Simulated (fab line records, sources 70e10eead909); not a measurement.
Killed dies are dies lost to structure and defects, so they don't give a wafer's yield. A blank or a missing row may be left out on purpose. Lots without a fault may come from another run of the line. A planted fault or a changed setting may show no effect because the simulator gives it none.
Chamber matching | flow nand_harc | NHARC_P_CONTACT_ALD_22 on ald_metal-02: 4 sister chambers
The step deposits TiN, target thk 3 nm, pulse time 1 s, ald cycles 150. 4 wafers are shown with their chamber, then 8 later ones without.

WAFERS WITH THEIR CHAMBER
wafer  | chamber | heater_power_w (W)
L084.1 | 1       | 957
L084.6 | 3       | 1190
L089.3 | 2       | 1093
L093.1 | 0       | 1038

WAFERS WITHOUT THEIR CHAMBER
wafer  | heater_power_w (W)
L093.2 | 919
L093.4 | 1075
L095.1 | 900
L095.5 | 1196
L095.6 | 1082
L096.3 | 1143
L096.4 | 1056
L096.6 | 1064

WHICH CHAMBER EACH WENT THROUGH
wafer  | from the rows above          | in truth
L093.2 | 1                            | 1
L093.4 | can't be placed: 2 or 0      | 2
L095.1 | 1                            | 1
L095.5 | 3                            | 3
L095.6 | can't be placed: 2 or 0      | 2
L096.3 | can't be placed: 3 or 2 or 0 | 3
L096.4 | can't be placed: 0 or 2      | 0
L096.6 | can't be placed: 0 or 2      | 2
Placed correctly: 3 of 8. Can't be placed from these rows: 5 (the true chamber is among the candidates in 5). Placed wrongly: 0.
How it was worked out, from the rows above alone: a wafer's distance from a chamber is the root of the sum, over the readings, of the square of ((its reading less the chamber's mean) divided by the reading's scatter). The wafer belongs to the nearest chamber; if the next one is less than 2 further off, it can't be placed. A chamber's mean is the mean of its shown wafers. The scatter: with one shown wafer a chamber, the root of the mean of the squares of how far each hidden wafer lies from its nearest shown one.
